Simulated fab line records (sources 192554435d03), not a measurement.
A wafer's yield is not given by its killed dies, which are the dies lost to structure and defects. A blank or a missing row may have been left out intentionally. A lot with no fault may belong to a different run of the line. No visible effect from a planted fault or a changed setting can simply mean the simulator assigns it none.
fab line records -- flow n5-finfet
record: lots: 9, wafers: 27, last-day: 18
route steps=1938 shown BEOL_M4@1111 BEOL_M6@1230 PASSIVATION@1936
lots that met no fault: taken from a fault-free run of the same line
start-h: the number of hours between the record's first day and the start of the first shown wafer of the lot -- wait-h: hours from the lot's prior step to this one -- " identical to the entry in the row above -- L1.1+2: a single row standing in for several wafers -- - value missing, or start not given -- * or withheld: withheld -- < > ~ a bound
route shown NAME@n: NAME is a module with steps in the file, n the number in the route of the first one -- usual: mean and standard deviation over wafers with no fault -- same: alike in all rows -- chamber/n: place in a boat -- sites: the reading at each site -- _std_site: the standard deviation of these -- _edge_site: the outer-site mean with the inner-site mean subtracted -- radius-mm: how far each site lies from the wafer's centre -- mask NAME#n: copy n -- behind: tool/chamber where the wafer was last shaped -- hold: what put the lot on hold/how long, in hours/how the hold closed -- device: the n, p or np transistor that did not switch -- end of line: tests of these same wafers at the route's end -- step lacking rows: just its recipe -- killed: at the first sort, the dies lost to defects and structure; wafer yield is something else -- map: per-die view of a wafer (x killed, . not killed, _ where there is no die)
set.NAME: the setting as run; set.NAME@STEP: as run at that earlier step -- model.NAME: the simulator's own value behind a step, which no gauge read
steps of the route over a sample of lots; a table a step, a row a wafer
services: a tool's chamber out of use, with start hour (start-h, from the record's first day; less than 0 if before it), hours out, and reason
== steps ==
step: N5_BEOL_M4_RC_MEAS_101
usual: DIBL_N: 36.3/1.8, DIBL_P: 36.5/2.1, IOFF_N: 0.16/0.031, IOFF_P: 0.22/0.038, ION_N: 677/12, ION_P: 466/7.8, SS_N: 71.5/0.61, SS_P: 73.2/0.7, VT_N: 249/3, VT_P: -248.9/3
lot.wafer,tool,chamber,start-h,wait-h,DIBL_N[mV/V],DIBL_P[mV/V],IOFF_N[nA/um],IOFF_P[nA/um],ION_N[uA/um],ION_P[uA/um],SS_N[mV/dec],SS_P[mV/dec],VT_N[mV],VT_P[mV]
L347.2,prober-02,0,185.80,0.2,32.9,32.6,0.10,0.14,663,462,70.6,72.1,254,-253.9
L347.3,prober-02,0,185.80,0.2,38.3,39.2,0.17,0.22,668,453,72.1,73.9,249,-248.2
L347.5,prober-02,0,185.80,0.2,37.4,38.4,0.18,0.21,686,469,71.9,72.8,249,-249.4
L346.2,prober-02,0,187.03,1.1,34.6,35.1,0.14,0.22,676,472,71.2,73.5,251,-245.7
L346.5,prober-02,0,187.03,1.1,36.4,37.0,0.17,0.24,682,474,70.5,73.3,246,-246.0
L346.6,prober-02,0,187.03,1.1,34.8,34.2,0.13,0.21,662,464,71.4,72.3,252,-249.5
L349.1,prober-02,0,201.17,0.8,35.9,36.8,0.15,0.20,667,456,72.2,73.3,250,-249.2
L349.2,prober-02,0,201.17,0.8,36.7,37.7,0.17,0.22,664,459,72.4,73.4,252,-251.5
L349.5,prober-02,0,201.17,0.8,36.4,37.2,0.16,0.20,687,463,71.9,73.5,248,-251.7
L357.1,prober-02,0,248.72,0.0,35.6,34.6,0.15,0.21,664,460,70.8,72.6,251,-247.7
L357.3,prober-02,0,248.72,0.0,35.2,34.5,0.15,0.21,675,466,70.6,73.3,250,-248.2
L357.6,prober-02,0,248.72,0.0,36.9,36.5,0.18,0.25,675,463,71.5,73.8,248,-245.0
L358.3,prober-01,0,249.30,0.3,37.9,38.5,0.17,0.26,681,468,71.8,73.0,249,-246.4
L358.4,prober-01,0,249.30,0.3,34.4,33.2,0.11,0.18,655,456,70.1,71.7,257,-253.3
L358.5,prober-01,0,249.30,0.3,35.5,34.8,0.13,0.20,670,465,70.9,72.9,253,-249.0
L359.1,prober-01,0,263.90,0.0,37.1,35.6,0.15,0.21,672,465,72.3,73.7,253,-248.6
L359.4,prober-01,0,263.90,0.0,38.7,37.7,0.19,0.25,687,471,72.5,73.8,250,-247.8
L359.5,prober-01,0,263.90,0.0,38.9,38.3,0.18,0.27,679,467,72.9,73.5,250,-247.4
L362.2,prober-01,0,267.33,0.2,36.0,35.1,0.14,0.21,665,461,70.5,71.8,251,-251.0
L362.4,prober-01,0,267.33,0.2,35.6,34.4,0.13,0.20,664,459,71.0,72.4,253,-252.6
L362.6,prober-01,0,267.33,0.2,37.9,37.3,0.18,0.24,685,462,71.1,73.0,249,-247.0
L366.2,prober-02,0,300.58,0.2,33.1,33.0,0.12,0.19,661,466,70.7,71.9,255,-247.7
L366.4,prober-02,0,300.58,0.2,34.5,34.4,0.14,0.21,685,470,70.8,73.4,251,-247.6
L366.6,prober-02,0,300.58,0.2,35.5,35.7,0.16,0.23,669,469,70.9,72.7,248,-248.0
L368.2,prober-01,0,316.46,0.2,36.1,36.8,0.17,0.23,682,469,71.8,73.2,248,-249.1
L368.4,prober-01,0,316.46,0.2,36.2,36.5,0.16,0.23,682,475,71.7,72.9,248,-246.7
L368.6,prober-01,0,316.46,0.2,36.2,37.3,0.16,0.25,683,467,71.4,73.1,249,-244.5
step: N5_BEOL_M6_DESCUM_33
recipe: chemistry: O2, time-s: 7, source-power-w: 50, bias-power-w: 20, pressure-mtorr: 20, rf-frequency-hz: 2.712e+07, temp-c: 40, resist: CAR-EUV, o2-flow-sccm: 225
usual: drypump-motor-current-A: 6.0/0.52, oes-product-au: 0.79/0.093, rf-vpp-V: 243.7/1.3, showerhead-plenum-p-Torr: 2.13/0.078, throttle-valve-pct: 20.32/0.25
lot.wafer,tool,chamber,start-h,wait-h,drypump-motor-current-A,oes-product-au,rf-hours-counter-h,rf-vpp-V,showerhead-plenum-p-Torr,throttle-valve-pct
L347.2,rie-diel-01,1,202.11,0.1,6.1,0.81,101,244.4,2.21,20.49
L347.3,rie-diel-01,2,202.11,0.1,4.9,0.70,201,242.7,1.99,20.48
L347.5,rie-diel-01,1,202.11,0.1,6.1,0.81,-,244.2,2.21,20.49
L346.2,rie-diel-02,2,204.81,0.0,5.7,0.80,96,243.0,2.10,20.35
L346.5,rie-diel-02,0,204.81,0.0,6.3,0.71,-,243.0,2.15,20.09
L346.6,rie-diel-02,1,204.81,0.0,6.5,0.90,-,245.1,2.21,19.94
L349.1,rie-diel-05,2,220.31,0.3,5.6,0.71,203,243.0,2.16,20.68
L349.2,rie-diel-05,1,220.31,0.3,6.5,0.70,218,242.0,2.05,20.00
L349.5,rie-diel-05,2,220.31,0.3,5.6,0.71,-,243.3,2.16,20.68
L357.1,rie-diel-05,1,266.40,0.1,6.5,0.68,238,242.9,2.05,20.02
L357.3,rie-diel-05,2,266.40,0.1,5.6,0.70,216,244.7,2.16,20.69
L357.6,rie-diel-05,3,266.40,0.1,6.2,0.96,-,244.7,2.25,20.24
L358.3,rie-diel-02,1,266.46,0.1,6.5,0.88,49,245.3,2.20,20.00
L358.4,rie-diel-02,3,266.46,0.1,6.0,0.88,62,243.3,2.23,20.61
L358.5,rie-diel-02,1,266.46,0.1,6.5,0.88,-,244.7,2.20,19.98
L359.1,rie-diel-01,0,283.37,0.3,6.8,0.71,204,241.2,2.07,20.58
L359.4,rie-diel-01,3,283.37,0.3,5.1,0.80,88,243.6,2.01,20.01
L359.5,rie-diel-01,3,283.37,0.3,5.1,0.79,-,240.9,2.01,20.02
L362.2,rie-diel-02,3,283.44,0.3,5.9,0.86,66,244.4,2.23,20.63
L362.4,rie-diel-02,1,283.44,0.3,6.5,0.86,56,245.5,2.20,20.00
L362.6,rie-diel-02,2,283.44,0.3,5.7,0.77,-,242.3,2.09,20.40
L366.2,rie-diel-02,2,319.09,0.2,5.7,0.76,133,242.6,2.09,20.42
L366.4,rie-diel-02,1,319.09,0.2,6.5,0.85,-,245.6,2.20,20.02
L366.6,rie-diel-02,2,319.09,0.2,5.7,0.76,-,243.9,2.09,20.42
L368.2,rie-diel-02,1,338.06,0.8,6.5,0.84,-,243.8,2.19,20.04
L368.4,rie-diel-02,1,338.06,0.8,6.5,0.83,-,245.3,2.19,20.03
L368.6,rie-diel-02,1,338.06,0.8,6.5,0.84,-,244.8,2.19,20.04
step: N5_BEOL_M6_ETCH_41
recipe: chemistry: CH3F/O2, target: SiCN, target-depth-a: 297, taper-deg: 2, time-s: 52, ion-energy-ev: 120, mask-material: TiN, pressure-mtorr: 30, source-w: 395, bias-w: 75, Ar_flow_sccm: 150, CH3F_flow_sccm: 30, O2_flow_sccm: 20
usual: CH3F_flow_sccm: 30.01/0.094, O2_flow_sccm: 20.00/0.063, drypump-motor-current-A: 6.0/0.52, oes-product-au: 0.79/0.093, rf-vpp-V: 298.1/1.6, showerhead-plenum-p-Torr: 2.04/0.071, throttle-valve-pct: 16.24/0.2
lot.wafer,tool,chamber,start-h,wait-h,CH3F_flow_sccm,O2_flow_sccm,drypump-motor-current-A,oes-product-au,rf-hours-counter-h,rf-vpp-V,showerhead-plenum-p-Torr,throttle-valve-pct
L347.2,rie-diel-01,1,202.42,-,29.92,19.89,6.1,0.82,101,298.8,2.10,16.31
L347.3,rie-diel-01,2,202.42,-,30.07,20.06,4.9,0.70,201,297.0,1.90,16.34
L347.5,rie-diel-01,1,202.42,-,29.92,20.01,6.1,0.81,-,299.3,2.10,16.30
L346.2,rie-diel-02,2,205.12,-,29.93,19.93,5.6,0.80,96,298.5,2.00,16.23
L346.5,rie-diel-02,0,205.12,-,30.06,19.90,6.2,0.71,-,299.0,2.06,16.07
L346.6,rie-diel-02,1,205.12,-,29.92,20.05,6.5,0.90,-,300.1,2.12,15.94
L349.1,rie-diel-05,2,220.61,-,30.07,19.86,5.6,0.70,203,299.7,2.08,16.61
L349.2,rie-diel-05,1,220.61,-,29.97,19.92,6.5,0.70,218,297.8,1.97,16.02
L349.5,rie-diel-05,2,220.61,-,30.10,19.99,5.6,0.69,-,298.1,2.08,16.60
L357.1,rie-diel-05,1,266.71,-,-,-,-,-,-,-,-,-
L357.3,rie-diel-05,2,266.71,-,-,-,-,-,-,-,-,-
L357.6,rie-diel-05,3,266.71,-,-,-,-,-,-,-,-,-
L358.3,rie-diel-02,1,266.77,-,-,-,-,-,-,-,-,-
L358.4,rie-diel-02,3,266.77,-,-,-,-,-,-,-,-,-
L358.5,rie-diel-02,1,266.77,-,-,-,-,-,-,-,-,-
L359.1,rie-diel-01,0,283.67,-,-,-,-,-,-,-,-,-
L359.4,rie-diel-01,3,283.67,-,-,-,-,-,-,-,-,-
L359.5,rie-diel-01,3,283.67,-,-,-,-,-,-,-,-,-
L362.2,rie-diel-02,3,283.74,-,30.09,20.03,6.0,0.87,66,299.7,2.13,16.41
L362.4,rie-diel-02,1,283.74,-,30.11,20.03,6.5,0.86,56,299.5,2.11,15.98
L362.6,rie-diel-02,2,283.74,-,30.07,20.06,5.6,0.78,-,298.4,2.00,16.28
L366.2,rie-diel-02,2,319.54,-,29.88,19.91,5.7,0.77,134,297.4,1.99,16.29
L366.4,rie-diel-02,1,319.54,-,29.93,20.01,6.5,0.84,-,300.3,2.11,15.99
L366.6,rie-diel-02,2,319.54,-,29.94,19.87,5.6,0.77,-,297.1,1.99,16.29
L368.2,rie-diel-02,1,338.97,-,29.82,19.93,6.5,0.84,-,300.2,2.11,16.02
L368.4,rie-diel-02,1,338.97,-,29.94,19.92,6.5,0.83,-,300.3,2.11,16.02
L368.6,rie-diel-02,1,338.97,-,29.91,20.00,6.5,0.84,-,298.8,2.11,16.01
step: N5_BEOL_M6_CURE_75
recipe: temp-c: 370, time-s: 120, ambient: DMADMS/He, material: SiCOH_lowk
usual: lamp-power-pct: 52.30/0.054, wafer_temp_C_max: 371.8/0.87
lot.wafer,tool,chamber,start-h,wait-h,lamp-power-pct,wafer_temp_C_max
L347.2,uv-cure-02,2,202.79,0.1,52.32,373.4
L347.3,uv-cure-02,2,202.79,0.1,52.31,373.4
L347.5,uv-cure-02,2,202.79,0.1,52.37,373.7
L346.2,uv-cure-02,2,205.48,0.1,52.30,373.5
L346.5,uv-cure-02,2,205.48,0.1,52.23,372.9
L346.6,uv-cure-02,2,205.48,0.1,52.32,372.5
L349.1,uv-cure-03,0,220.93,0.0,52.35,372.4
L349.2,uv-cure-03,0,220.93,0.0,52.30,372.5
L349.5,uv-cure-03,0,220.93,0.0,52.22,373.0
L357.1,uv-cure-02,0,267.03,0.0,52.36,371.5
L357.3,uv-cure-02,0,267.03,0.0,52.29,372.3
L357.6,uv-cure-02,0,267.03,0.0,52.33,371.3
L358.3,uv-cure-01,2,267.35,0.3,52.30,371.0
L358.4,uv-cure-01,2,267.35,0.3,52.33,370.7
L358.5,uv-cure-01,2,267.35,0.3,52.28,371.2
L359.1,uv-cure-03,1,284.09,0.0,52.31,371.1
L359.4,uv-cure-03,1,284.09,0.0,52.34,370.9
L359.5,uv-cure-03,1,284.09,0.0,52.31,370.8
L362.2,uv-cure-01,1,284.11,0.1,52.28,371.0
L362.4,uv-cure-01,1,284.11,0.1,52.39,371.1
L362.6,uv-cure-01,1,284.11,0.1,52.33,371.6
L366.2,uv-cure-02,1,319.96,0.1,52.22,372.3
L366.4,uv-cure-02,1,319.96,0.1,52.18,371.3
L366.6,uv-cure-02,1,319.96,0.1,52.26,371.0
L368.2,uv-cure-01,0,339.51,0.1,52.29,372.3
L368.4,uv-cure-01,0,339.51,0.1,52.35,372.5
L368.6,uv-cure-01,0,339.51,0.1,52.33,372.2
step: N5_BEOL_M6_PRE_CLEAN_45
recipe: gas: H2/He, time-s: 30, temp-c: 250
usual: heater-power-w: 329/35
lot.wafer,tool,chamber,start-h,wait-h,heater-power-w
L347.2,pvd-sputter-02,-,203.17,0.0,307
L347.3,pvd-sputter-02,-,203.17,0.0,335
L347.5,pvd-sputter-02,-,203.17,0.0,293
L346.2,pvd-sputter-02,-,205.83,0.0,344
L346.5,pvd-sputter-02,-,205.83,0.0,342
L346.6,pvd-sputter-02,-,205.83,0.0,280
L349.1,pvd-sputter-03,-,221.54,0.0,299
L349.2,pvd-sputter-03,-,221.54,0.0,307
L349.5,pvd-sputter-03,-,221.54,0.0,299
L358.3,pvd-sputter-01,-,267.65,0.0,341
L358.4,pvd-sputter-01,-,267.65,0.0,351
L358.5,pvd-sputter-01,-,267.65,0.0,340
L357.1,pvd-sputter-01,-,267.73,0.0,346
L357.3,pvd-sputter-01,-,267.73,0.0,335
L357.6,pvd-sputter-01,-,267.73,0.0,328
L362.2,pvd-sputter-01,-,284.83,0.0,340
L362.4,pvd-sputter-01,-,284.83,0.0,418
L362.6,pvd-sputter-01,-,284.83,0.0,328
L359.1,pvd-sputter-01,-,284.91,0.0,349
L359.4,pvd-sputter-01,-,284.91,0.0,337
L359.5,pvd-sputter-01,-,284.91,0.0,414
L366.2,pvd-sputter-01,-,320.53,0.0,342
L366.4,pvd-sputter-01,-,320.53,0.0,331
L366.6,pvd-sputter-01,-,320.53,0.0,328
L368.2,pvd-sputter-01,-,340.30,0.0,349
L368.4,pvd-sputter-01,-,340.30,0.0,337
L368.6,pvd-sputter-01,-,340.30,0.0,335
step: N5_PASSIVATION_PROBE_49
usual: defect-limited-yield: 91.2/1.5, killed_at_M0_to_M3: 33/9.6, killed_at_M4_up: 14/5.6, killed-at-contacts: 14/5.5, killed-at-front-end: 40/13, killed-at-other: 4/3, killed-dies: 104/17, killed-on-rim: 14/4.3, killed-open: 68/13, killed-short: 33/7.2, sort_bin_5_function: 5.2/0.95, sort_bin_6_memory: 3.3/0.62, sort-n-pass: 1076/17, sort-yield-pct: 91.2/1.5
same: gross-dies: 1180, killed-at-back-side: 0, sort_bin_4_leakage[%]: 0, sort_bin_8_speed[%]: 0
lot.wafer,tool,chamber,start-h,wait-h,defect-limited-yield[%],killed_at_M0_to_M3,killed_at_M4_up,killed-at-contacts,killed-at-front-end,killed-at-other,killed-dies,killed-on-rim,killed-open,killed-short,sort_bin_5_function[%],sort_bin_6_memory[%],sort-n-pass,sort-yield-pct[%]
L346.2,prober-02,-,293.71,0.1,92.9,32,17,15,19,1,84,8,54,26,4.6,2.5,1096,92.9
L346.5,prober-02,-,293.86,0.2,93.8,21,16,13,20,3,73,13,44,25,3.9,1.8,1107,93.8
L346.6,prober-02,-,293.91,0.3,91.3,38,20,14,22,9,103,12,73,27,5.5,3.0,1077,91.3
L358.3,prober-02,-,346.95,0.1,0,20,1078,8,70,4,1180,152,69,40,96.9,2.8,0,0
L358.4,prober-02,-,347.00,0.2,0,19,1100,14,45,2,1180,152,59,26,96.7,2.8,0,0
L358.5,prober-02,-,347.05,0.2,0,23,1104,14,38,1,1180,152,61,27,96.9,2.7,0,0
L357.1,prober-01,-,360.24,0.0,0,27,1105,15,30,3,1180,152,58,28,96.4,3.5,0,0
L357.3,prober-01,-,360.34,0.1,0,38,1092,13,28,9,1180,152,73,28,96.2,3.5,0,0
L357.6,prober-01,-,360.49,0.3,0,20,1111,21,24,4,1180,152,63,20,97.4,2.5,0,0
L362.2,prober-02,-,366.86,0.1,92.9,25,11,16,29,3,84,11,65,17,3.6,3.3,1096,92.9
L362.4,prober-02,-,366.96,0.2,91.1,36,11,10,42,6,105,14,60,43,5.0,3.7,1075,91.1
L362.6,prober-02,-,367.06,0.3,93.9,14,13,16,27,2,72,10,40,30,3.3,2.5,1108,93.9
L359.1,prober-01,-,372.57,0.0,0,36,1082,11,43,8,1180,152,68,36,96.6,3.1,0,0
L359.4,prober-01,-,372.72,0.2,0,18,1089,12,52,9,1180,152,62,38,96.7,3.1,0,0
L359.5,prober-01,-,372.77,0.2,0,24,1082,13,47,14,1180,152,69,31,96.4,3.4,0,0
L366.2,prober-02,-,409.54,0.1,90.8,43,3,15,46,2,109,11,75,29,4.5,4.0,1071,90.8
L366.4,prober-02,-,409.64,0.2,87.6,53,16,15,62,0,146,20,103,41,7.1,4.8,1034,87.6
L366.6,prober-02,-,409.74,0.3,91.6,30,12,14,41,2,99,9,63,33,4.6,3.7,1081,91.6
killed by level:class
L346.2 MOL_CONTACT_COAG:geometric-particle:open=12 BEOL_M1:geometric-particle:open=8 BEOL_M0_SAQP:geometric-particle:short=7 BEOL_M3:geometric-particle:open=7 BEOL_M4:geometric-particle:open=7 FIN_SAQP:geometric-particle:short=4 STI_FIN_REVEAL:geometric-particle:open=3 MOL_CONTACT_COAG:geometric-particle:short=3
L346.5 MOL_CONTACT_COAG:geometric-particle:open=11 BEOL_M0_SAQP:geometric-particle:open=5 BEOL_M2:geometric-particle:open=5 FIN_SAQP:geometric-particle:open=4 GATE_CUT:geometric-particle:short=4 BEOL_M5:geometric-particle:open=4 BEOL_M3:geometric-particle:open=3 BEOL_M5:geometric-particle:short=3
L346.6 MOL_CONTACT_COAG:geometric-particle:open=14 BEOL_M0_SAQP:geometric-particle:open=12 GATE_CUT:geometric-particle:open=10 BEOL_M5:geometric-particle:open=8 GATE_CUT:geometric-particle:short=5 BEOL_M2:geometric-particle:open=5 BEOL_M4:geometric-particle:open=4 BEOL_M0_SAQP:geometric-particle:short=4
L358.3 BEOL_M6:area-etch=1071 STI_FIN_REVEAL:geometric-particle:open=18 FIN_SAQP:geometric-particle:short=16 MOL_CONTACT_COAG:geometric-particle:open=8 GATE_CUT:geometric-particle:short=7 SPACER0:geometric-particle:open=6 STI_FIN_REVEAL:geometric-particle:short=4 SPACER0:geometric-particle:short=4
L358.4 BEOL_M6:area-etch=1093 GATE_CUT:geometric-particle:open=11 MOL_CONTACT_COAG:geometric-particle:open=11 STI_FIN_REVEAL:geometric-particle:open=7 FIN_SAQP:geometric-particle:open=5 BEOL_M0_SAQP:geometric-particle:open=5 BEOL_M1:geometric-particle:open=5 FIN_SAQP:geometric-particle:short=4
L358.5 BEOL_M6:area-etch=1091 MOL_CONTACT_COAG:geometric-particle:open=9 DUMMY_GATE:geometric-particle:open=8 GATE_CUT:geometric-particle:open=6 BEOL_M1:geometric-particle:open=6 MOL_CONTACT_COAG:geometric-particle:short=5 FIN_SAQP:geometric-particle:open=4 FIN_SAQP:geometric-particle:short=4
L357.1 BEOL_M6:area-etch=1094 MOL_CONTACT_COAG:geometric-particle:open=12 BEOL_M1:geometric-particle:open=10 STI_FIN_REVEAL:geometric-particle:open=7 FIN_SAQP:geometric-particle:open=6 BEOL_M2:geometric-particle:open=5 BEOL_M3:geometric-particle:open=5 FIN_SAQP:geometric-particle:short=4
L357.3 BEOL_M6:area-etch=1079 MOL_CONTACT_COAG:geometric-particle:open=12 BEOL_M2:geometric-particle:open=12 BEOL_M1:geometric-particle:open=10 BEOL_M1:geometric-particle:short=6 DUMMY_GATE:geometric-particle:open=5 STARTING-WAFER:geometric-particle:open=5 FIN_SAQP:geometric-particle:open=4
L357.6 BEOL_M6:area-etch=1097 MOL_CONTACT_COAG:geometric-particle:open=17 BEOL_M4:geometric-particle:open=7 FIN_SAQP:geometric-particle:open=6 BEOL_M1:geometric-particle:open=6 DUMMY_GATE:geometric-particle:open=4 BEOL_M3:geometric-particle:open=4 MOL_CONTACT_COAG:geometric-particle:short=4
L362.2 MOL_CONTACT_COAG:geometric-particle:open=16 STI_FIN_REVEAL:geometric-particle:open=9 BEOL_M0_SAQP:geometric-particle:open=6 BEOL_M3:geometric-particle:open=6 BEOL_M0_SAQP:geometric-particle:short=5 BEOL_M2:geometric-particle:open=4 FIN_SAQP:geometric-particle:open=3 DUMMY_GATE:geometric-particle:open=3
L362.4 BEOL_M0_SAQP:geometric-particle:short=15 BEOL_M0_SAQP:geometric-particle:open=9 FIN_SAQP:geometric-particle:open=7 BEOL_M3:geometric-particle:open=7 GATE_CUT:geometric-particle:open=6 BEOL_M4:geometric-particle:open=6 MOL_CONTACT_COAG:geometric-particle:open=6 FIN_SAQP:geometric-particle:short=5
L362.6 MOL_CONTACT_COAG:geometric-particle:open=12 GATE_CUT:geometric-particle:short=5 DUMMY_GATE:geometric-particle:open=4 MOL_CONTACT_COAG:geometric-particle:short=4 BEOL_M10:geometric-particle:open=4 FIN_SAQP:geometric-particle:short=3 GATE_CUT:geometric-particle:open=3 BEOL_M4:geometric-particle:open=3
L359.1 BEOL_M6:area-etch=1074 FIN_SAQP:geometric-particle:open=13 BEOL_M0_SAQP:geometric-particle:open=13 FIN_SAQP:geometric-particle:short=10 STI_FIN_REVEAL:geometric-particle:open=9 BEOL_M0_SAQP:geometric-particle:short=9 MOL_CONTACT_COAG:geometric-particle:open=8 BEOL_M2:geometric-particle:open=6
L359.4 BEOL_M6:area-etch=1078 STI_FIN_REVEAL:geometric-particle:open=11 FIN_SAQP:geometric-particle:open=10 MOL_CONTACT_COAG:geometric-particle:open=9 FIN_SAQP:geometric-particle:short=6 ILD0:geometric-particle:short=6 GATE_CUT:geometric-particle:open=6 BEOL_M2:geometric-particle:open=6
L359.5 BEOL_M6:area-etch=1074 STI_FIN_REVEAL:geometric-particle:open=18 MOL_CONTACT_COAG:geometric-particle:open=13 FIN_SAQP:geometric-particle:short=8 FIN_SAQP:geometric-particle:open=6 BEOL_M3:geometric-particle:open=6 STARTING-WAFER:geometric-particle:short=5 BEOL_M2:geometric-particle:open=4
L366.2 STI_FIN_REVEAL:geometric-particle:open=19 MOL_CONTACT_COAG:geometric-particle:open=14 BEOL_M3:geometric-particle:open=9 BEOL_M0_SAQP:geometric-particle:open=8 BEOL_M2:geometric-particle:open=6 BEOL_M0_SAQP:geometric-particle:short=6 FIN_SAQP:geometric-particle:open=5 BEOL_M3:geometric-particle:short=5
L366.4 STI_FIN_REVEAL:geometric-particle:open=34 MOL_CONTACT_COAG:geometric-particle:open=13 BEOL_M2:geometric-particle:open=12 BEOL_M3:geometric-particle:open=11 BEOL_M0_SAQP:geometric-particle:short=10 FIN_SAQP:geometric-particle:open=8 BEOL_M0_SAQP:geometric-particle:open=8 STI_FIN_REVEAL:geometric-particle:short=7
L366.6 MOL_CONTACT_COAG:geometric-particle:open=11 STI_FIN_REVEAL:geometric-particle:open=9 BEOL_M3:geometric-particle:open=8 FIN_SAQP:geometric-particle:open=7 STI_FIN_REVEAL:geometric-particle:short=6 BEOL_M2:geometric-particle:open=6 BEOL_M4:geometric-particle:open=6 FIN_SAQP:geometric-particle:short=5
== services ==
tool,chamber,start-h,hours,kind
rie-diel-01,1,200.33,1.6,repair
rie-diel-05,0,203.00,-,clean
rie-diel-05,0,203.00,-,consumable-replace:focus-ring
rie-diel-05,0,203.00,22.6,scheduled-down
rie-diel-05,0,203.00,22.6,vent-cycle
rie-diel-05,3,226.02,-,clean
rie-diel-05,3,226.02,-,consumable-replace:focus-ring
rie-diel-05,3,226.02,-,consumable-replace:showerhead
uv-cure-03,-,226.46,5.7,repair
rie-diel-05,2,248.35,14.3,repair
rie-diel-01,2,252.54,8.2,repair
uv-cure-02,-,271.68,7.5,pm
uv-cure-03,-,291.28,22.2,pm
pvd-sputter-02,-,305.59,2.2,repair
rie-diel-02,2,306.72,4.8,repair
rie-diel-02,0,313.32,-,clean
rie-diel-02,0,313.32,-,consumable-replace:focus-ring
rie-diel-02,0,313.32,30.2,scheduled-down
rie-diel-02,0,313.32,30.2,vent-cycle
rie-diel-02,3,317.48,4.5,repair
pvd-sputter-01,-,326.95,3.2,repair
uv-cure-01,-,327.76,7.5,pm
rie-diel-02,3,329.20,11.3,repair
rie-diel-02,2,332.84,7.0,repair
== key ==
first-sign: step: N5_BEOL_M6_ETCH_41, reading: tool-record, direction: missing
effect: step: N5_PASSIVATION_PROBE_49, reading: killed_at_M4_up, direction: up, sigmas: 99+, usual: 14, struck: 1094
more-kills-born-at: N5_BEOL_M6_ETCH_41@rie-diel-05: 3270, N5_BEOL_M6_ETCH_41@rie-diel-02: 3255, N5_BEOL_M6_ETCH_41@rie-diel-01: 3226
met-at N5_BEOL_M6_ETCH_41
struck-lots L357,L358,L359
later-rows-left-out L357.1,L357.3,L357.6,L358.3,L358.4,L358.5,L359.1,L359.4,L359.5
not-acting-at N5_BEOL_M6_DESCUM_33,N5_BEOL_M6_CURE_75,N5_BEOL_M6_PRE_CLEAN_45
onset-between 220.61 266.71
fault: kind: skipped-step-whole, tool: rie-diel-01,rie-diel-02,rie-diel-05, chamber: -, onset-h: 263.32, steps: N5_BEOL_M6_ETCH_41, scope: struck-lots-only
later-rows-left-out: the simulator's readings of these wafers behind a module that went badly wrong aren't trusted and aren't shown, but for the sort
